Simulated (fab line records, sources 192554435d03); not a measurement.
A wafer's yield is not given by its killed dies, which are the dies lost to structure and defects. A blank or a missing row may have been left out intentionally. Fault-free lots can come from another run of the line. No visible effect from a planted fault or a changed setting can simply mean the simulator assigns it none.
Lot-split experiment -- flow n5-finfet -- 21 wafers read from 7 lots, route of 1938 steps

THE SPLIT
At N5_FIN_SAQP_FIN_ETCH_36 (etches the open film in HBr/Cl2/O2, target depth 120 nm, time 50.4 s), the setting icp-w was moved away from the recipe's 800 W on 7 of the 21 wafers read, by -14.5% to +14.4%. The other wafers ran this setting at the recipe's value.

FROM THE SPLIT TO THE READING: what the file shows between them, 3 steps
- N5_FIN_SAQP_PRECLEAN_38: cleans in O3/DIW, time 45 s
- N5_FIN_SAQP_PRECLEAN_45: cleans in dHF, time 10 s
- N5_FIN_SAQP_SRD_39: time 30 s

THE READING
trench-depth-nm, in nm, at N5_FIN_SAQP_OCD_MEAS_76. Typical for fault-free wafers on this fab line: 120.4 nm, with standard deviation 1.5 nm.

wafer,"tool, chamber at the split","icp-w as run, W",against the recipe,"trench-depth-nm, nm",against lot-mates on the recipe
L075.1,"rie-si-04, 3",800,recipe,119.1,-
L075.4,"rie-si-04, 2",684,-14.5%,111.5,-7.6
L075.5,"rie-si-04, 0",684,-14.5%,113.1,-6.0
L079.4,"rie-si-02, 0",800,recipe,119.3,-
L079.5,"rie-si-02, 3",800,recipe,119.4,-
L079.6,"rie-si-02, 2",907.1,+13.4%,126.7,+7.4
L085.2,"rie-si-04, 2",872.3,+9.0%,124.5,+4.2
L085.3,"rie-si-04, 0",800,recipe,119.7,-
L085.6,"rie-si-04, 1",800,recipe,120.9,-
L092.2,"rie-si-04, 0",874.8,+9.3%,125.0,+5.1
L092.3,"rie-si-04, 2",800,recipe,119.9,-
L092.4,"rie-si-04, 3",874.8,+9.3%,124.4,+4.5
L093.4,"rie-si-04, 3",915.2,+14.4%,126.8,+7.1
L093.5,"rie-si-04, 2",800,recipe,119.7,-
L093.6,"rie-si-04, 3",800,recipe,119.7,-
L095.1,"rie-si-03, 2",800,recipe,119.8,-
L095.4,"rie-si-03, 0",800,recipe,118.0,-
L095.5,"rie-si-03, 1",800,recipe,116.7,-
L097.2,"rie-si-02, 3",800,recipe,119.8,-
L097.3,"rie-si-02, 0",800,recipe,120.7,-
L097.5,"rie-si-02, 1",800,recipe,120.8,-

THE FIT
A straight line over all 21 wafers: trench-depth-nm changes by +0.517 nm for each +1% of icp-w; r = +0.97; the points scatter about the line by 0.97 nm.
The same after taking each lot's own level away (the mean of its wafers on the recipe; 21 wafers): +0.492 nm for each +1%; r = +0.98; scatter 0.67 nm.
That fit puts the effect of the largest move of icp-w on the reading at 7.1 nm.
From 118.17 to 120.43 nm: that is the span of the lots' own levels, equal to 1.5 times the standard deviation above.
Hence the lot-to-lot level has little effect on the slope; both slopes agree.
Check: for one of the wafers moved furthest among these (-14.5%), held out of the fit, the line's prediction against its lot-mates is -6.84 nm. Against them it came out at -7.6 nm.
Tool readings at the split's step, against how far the setting was moved: oes-product-au r = +0.84.

FURTHER SPLITS ON THESE WAFERS
These wafers also went through other splits before the reading. Each is held against what the fit with the lots' levels taken away leaves over:
other split on the same wafers,wafers away from the commonest value,r with trench-depth-nm (lot level and that fit taken away)
N5_WELL_APT_COAT_19 spin-rpm,4,-0.14

THE WHOLE CHAIN: every reading that the file lists as answering this split, in the file's order
step,what it does,reading,change (the file's fit),r (the file's)
N5_FIN_SAQP_FIN_ETCH_36,"etches the open film in HBr/Cl2/O2, target depth 120 nm, time 50.4 s",oes-product-au,+0.00314 a.u. for each +1% of the setting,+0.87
N5_FIN_SAQP_FIN_ETCH_36,"etches the open film in HBr/Cl2/O2, target depth 120 nm, time 50.4 s","FIN_SAQP.feature-depth-nm (the simulator's own value, which no gauge read)",+0.513 nm for each +1% of the setting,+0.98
N5_FIN_SAQP_FIN_ETCH_36,"etches the open film in HBr/Cl2/O2, target depth 120 nm, time 50.4 s","etch.depth-nm (the simulator's own value, which no gauge read)",+0.516 nm for each +1% of the setting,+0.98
N5_FIN_SAQP_OCD_MEAS_76,,trench-depth-nm,+0.5 nm for each +1% of the setting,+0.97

THE FILE'S OWN FIT
trench-depth-nm changes by +0.5 nm for each +1% of icp-w, r = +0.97.
